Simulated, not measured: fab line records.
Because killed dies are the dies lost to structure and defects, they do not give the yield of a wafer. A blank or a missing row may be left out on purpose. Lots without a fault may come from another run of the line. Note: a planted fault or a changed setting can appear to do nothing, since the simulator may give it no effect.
Chamber matching + flow nand_harc + cmp-04 running NHARC_A_DECK1_JOINT_CMP_13: 4 sister chambers
The step polishes, target thk 51.023 nm. 4 wafers are shown with their chamber, then 12 later ones without.

## WAFERS PAIRED WITH THEIR CHAMBERS
| wafer  | chamber | motor_current_A (A) |
|--------|---------|---------------------|
| L084.3 | 1       | 12.7                |
| L085.5 | 3       | 10.7                |
| L087.4 | 0       | 11.9                |
| L087.5 | 2       | 11.2                |

## WAFERS WITHOUT THEIR CHAMBER
| wafer  | motor_current_A (A) |
|--------|---------------------|
| L089.1 | 11.3                |
| L089.2 | 11.8                |
| L089.4 | 11.5                |
| L092.1 | 12.5                |
| L092.3 | 12.2                |
| L092.6 | 12.9                |
| L094.1 | 11.3                |
| L094.2 | 11.3                |
| L094.4 | 11.5                |
| L097.3 | 11.3                |
| L097.4 | 11.7                |
| L097.5 | 11.6                |

## EACH ONE'S CHAMBER
| wafer  | from the rows above     | in truth                   |
|--------|-------------------------|----------------------------|
| L089.1 | 2                       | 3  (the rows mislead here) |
| L089.2 | 0                       | 0                          |
| L089.4 | can't be placed: 2 or 0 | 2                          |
| L092.1 | can't be placed: 1 or 0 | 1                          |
| L092.3 | can't be placed: 0 or 1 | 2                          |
| L092.6 | 1                       | 1                          |
| L094.1 | 2                       | 2                          |
| L094.2 | 2                       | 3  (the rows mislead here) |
| L094.4 | can't be placed: 2 or 0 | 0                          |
| L097.3 | 2                       | 2                          |
| L097.4 | can't be placed: 0 or 2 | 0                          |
| L097.5 | can't be placed: 0 or 2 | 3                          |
Placed correctly: 4 of 12. Not placeable from these rows: 6 (in 4, the candidates include the true chamber). Wrongly placed: 2.
How it was worked out, from the rows above alone: a wafer's distance from a chamber is the root of the sum, over the readings, of the square of ((its reading less the chamber's mean) divided by the reading's scatter). The wafer belongs to the nearest chamber; if the next one is less than 2 further off, it can't be placed. A chamber's mean is the mean of its shown wafers. The scatter: with one shown wafer a chamber, the root of the mean of the squares of how far each hidden wafer lies from its nearest shown one.
